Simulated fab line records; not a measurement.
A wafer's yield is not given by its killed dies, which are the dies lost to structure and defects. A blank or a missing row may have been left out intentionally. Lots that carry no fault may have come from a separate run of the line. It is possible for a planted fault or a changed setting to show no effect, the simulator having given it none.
Which tool is to blame? -- flow nandHarc -- 12 lots with 36 wafers sampled at 2 steps, on a route of 1159 steps

WHAT THE GAUGES SHOWED, per wafer
NHARC_P_GATE_CD_MEAS_59 targets a cd of 720 nm.
lot,measured,on,cdNm (nm)
L075,day 5 14:12,cdSem-02,720.6 717.7 720.2
L077,day 5 21:58,cdSem-02,723.1 722.4 722.4
L079,day 6 13:55,cdSem-03,718.7 719.1 719.9
L081,day 7 05:37,cdSem-01,720.5 719.8 721.2
L083,day 7 13:58,cdSem-02,720.2 720.3 722.5
L086,day 8 11:35,cdSem-03,721.8 722.6 722.2
L087,day 8 18:07,cdSem-01,719.3 720.0 718.7
L089,day 9 02:35,cdSem-03,721.9 719.5 720.7
L091,day 9 14:54,cdSem-03,721.0 721.7 722.6
L093,day 9 22:03,cdSem-01,719.5 720.9 722.4
L094,day 10 07:57,cdSem-01,719.7 719.5 721.4
L097,day 11 00:55,cdSem-02,722.5 723.0 721.9

TOOL THAT RAN EACH LOT (tool first, then ch and the chambers of the sampled wafers, then the start)
lot,NHARC_P_STI_ETCH_42
L075,"rieDiel-08 ch 0,1,3, day 2 18:32"
L077,"rieDiel-01 ch 1,2,3, day 3 02:37"
L079,"rieDiel-04 ch 0,2,3, day 3 18:57"
L081,"rieDiel-04 ch 0,1,2, day 4 07:42"
L083,"rieDiel-04 ch 1,2, day 4 20:16"
L086,"rieDiel-04 ch 0,1, day 5 10:04"
L087,"rieDiel-01 ch 0,1,2, day 5 19:15"
L089,"rieDiel-04 ch 0,3, day 6 05:22"
L091,"rieDiel-08 ch 0,1,3, day 6 17:26"
L093,"rieDiel-08 ch 0,1,3, day 7 01:57"
L094,"rieDiel-04 ch 2,3, day 7 14:26"
L097,"rieDiel-08 ch 0,2,3, day 8 08:06"
- NHARC_P_STI_ETCH_42: etches the open film in N2/H2, target depth 80 nm, overetch 24 nm, time 61 s.

THE ANSWER, worked out from the rows above alone
Rule: usual is defined by the lots themselves. Put in order of their means at a reading, lots are off if they are a third of the lots or fewer, leave a main group of 4 or more, and stand apart from it by a gap of 3 or more times the standard deviation of the main group's means; of several such gaps the widest counts. If all means in a main group match to the digits the tables above print for the reading, that group is not used. Also off: a lot with no number at a reading for which 4 or more lots have one. Where the step has rows for the other lots, those lots are counted as sound.
No lot is off at any reading shown: from this, nothing can be told.

WHAT THE SIMULATOR PUT IN
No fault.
